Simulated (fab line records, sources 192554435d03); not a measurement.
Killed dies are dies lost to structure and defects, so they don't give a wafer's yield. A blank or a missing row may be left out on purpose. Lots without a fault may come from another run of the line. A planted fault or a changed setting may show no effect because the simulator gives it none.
A struck lot beside a sound one | flow n5_finfet | 23 steps out of a route of 1938
Sound: wafers L864.1, L864.2, L864.5. Struck: wafers L876.2, L876.5. (L876.4 of the same lot was not struck and is left out.) The cause comes at the end.
At each step with rows: each side's tool, then ch and its chambers, then its first start. Under that, the readings that differ: sound wafers | struck wafers | difference of the means | sigmas: that difference in standard deviations of wafers without a fault.
alike: readings whose means differ by less than 2 such deviations, and words and numbers that are the same on both sides. not compared: withheld readings, readings that some wafer has no value for, bounds like >300 that may hide the same value, and numbers for which the record gives no deviation and whose values overlap.
The two part at a step that has a row with sigmas, a row that says differs or no value, or rows on one side only. Numbers that don't overlap but have no deviation are shown without sigmas and don't part them. A reading that every wafer of one side lacks parts them only if that side has two wafers or more.

first, 4 steps without rows for these wafers: N5_STI_FIN_REVEAL_PRECLEAN_25 (cleans in SPM, time 90 s); N5_STI_FIN_REVEAL_PRECLEAN_26 (cleans in SC1, time 45 s); N5_STI_FIN_REVEAL_PRECLEAN_29 (cleans in DHF, time 30 s); N5_STI_FIN_REVEAL_SRD_12 (time 30 s).
N5_STI_FIN_REVEAL_RECESS_09: chemistry HF/NH3, target SiO2, afs cycles 11, target depth 42.5 nm, sublimation time 60 s.
  sound on vapor_etch-02 ch 0,1, day 3 17:35; struck on vapor_etch-02 ch 1, day 6 16:58
  alike: drypump_motor_current_A, temp_c
then, 2 steps without rows for these wafers: N5_STI_FIN_REVEAL_STRIP_16 (strips SiNx in H3PO4, target depth 23.8 nm); N5_STI_FIN_REVEAL_PRECLEAN_17 (cleans in NF3:NH3, afs cycles 1, time 20 s, sublimation time 60 s).
N5_STI_FIN_REVEAL_ETCH_34: etches Si in H2, material Si, target depth 0.97 nm.
  sound on rie_si-05 ch 0,2,3, day 3 19:43; struck on rie_si-05 ch 2, day 6 19:04
  alike: drypump_motor_current_A, oes_product_au, temp_c, throttle_valve_pct
  not compared: rf_hours_counter_h
N5_STI_FIN_REVEAL_OXIDATION_31: chemistry O2 PLASMA REMOTE, time 20 s.
  sound on plasma_asher-01 ch 0,1, day 3 19:46; struck on plasma_asher-01 ch 0, day 6 19:07
  reading    | sound                | struck        | difference | sigmas
  temp_c (C) | 150.25 150.17 150.12 | 149.74 149.70 | -0.46      | -3
  alike: drypump_motor_current_A, heater_power_w, o2_flow_sccm
  not compared: rf_hours_counter_h
then, 3 steps without rows for these wafers: N5_STI_FIN_REVEAL_PRECLEAN_32 (cleans in NF3:NH3, afs cycles 1, time 20 s, sublimation time 60 s); N5_STI_FIN_REVEAL_STRIP_35 (strips Si3N4 in H3PO4, target depth 4 nm, time 39 s); N5_STI_FIN_REVEAL_SRD_21 (time 30 s).
N5_STI_FIN_REVEAL_OXIDATION_33: chemistry O2 PLASMA REMOTE, time 20 s.
  sound on plasma_asher-02 ch 0,1, day 3 20:07; struck on plasma_asher-02 ch 0, day 6 19:28
  alike: drypump_motor_current_A, heater_power_w, o2_flow_sccm, temp_c
  not compared: rf_hours_counter_h
then, 2 steps without rows for these wafers: N5_STI_FIN_REVEAL_CLEAN_19 (cleans in O3/DIW, time 120 s); N5_STI_FIN_REVEAL_SRD_23 (time 30 s).
N5_STI_FIN_REVEAL_CD_MEAS_22: target cd 6.238 nm, pitch 28 nm.
  sound on cd_sem-02, day 3 20:17; struck on cd_sem-03, day 6 19:38
  alike: cd_nm
N5_STI_FIN_REVEAL_FIN_H_MEAS_10:
  sound on ocd-01, day 3 20:19; struck on ocd-02, day 6 19:40
  alike: trench_depth_nm
then, 2 steps without rows for these wafers: N5_STI_FIN_REVEAL_PRECLEAN_18 (cleans in SC2, time 45 s); N5_STI_FIN_REVEAL_SRD_28 (time 30 s).
N5_STI_FIN_REVEAL_INSPECT_13: inspects for defects (darkfield).
  sound on defect_inspect-02, day 3 20:24; struck on defect_inspect-02, day 6 19:46
  reading          | sound    | struck  | difference | sigmas
  raw_defect_count | 12 15 15 | 316 324 | +306       | +49
then, 1 step without rows for these wafers: N5_DUMMY_GATE_PRECLEAN_00 (cleans in O3/DIW, time 60 s).
-- the record jumps here: 6 days lie between the struck wafers' starts before and after (it left off in module DUMMY_GATE and takes up again in module BEOL_M4, whose first step shown is number 1111 of the route) --
N5_BEOL_M4_RC_MEAS_101:
  sound on prober-01 ch 0, day 9 09:56; struck on prober-01 ch 0, day 12 10:20
  reading        | sound          | struck    | difference | sigmas
  IOFF_N (nA/um) | 0.14 0.14 0.18 | 0.22 0.22 | +0.07      | +2
  ION_N (uA/um)  | 675 667 687    | 702 700   | +25        | +2
  alike: DIBL_N, DIBL_P, IOFF_P, ION_P, SS_N, SS_P, VT_N, VT_P
-- the record jumps here: 5 days lie between the struck wafers' starts before and after (it left off in module BEOL_M4 and takes up again in module PASSIVATION, whose first step shown is number 1936 of the route) --
N5_PASSIVATION_PROBE_49:
  the record has rows for the struck wafers here (prober-02, day 16 23:14) and none for the sound ones

WHERE THEY PART
First at N5_STI_FIN_REVEAL_OXIDATION_31; last, within this record, at N5_PASSIVATION_PROBE_49.

WHY: what the simulator had put in
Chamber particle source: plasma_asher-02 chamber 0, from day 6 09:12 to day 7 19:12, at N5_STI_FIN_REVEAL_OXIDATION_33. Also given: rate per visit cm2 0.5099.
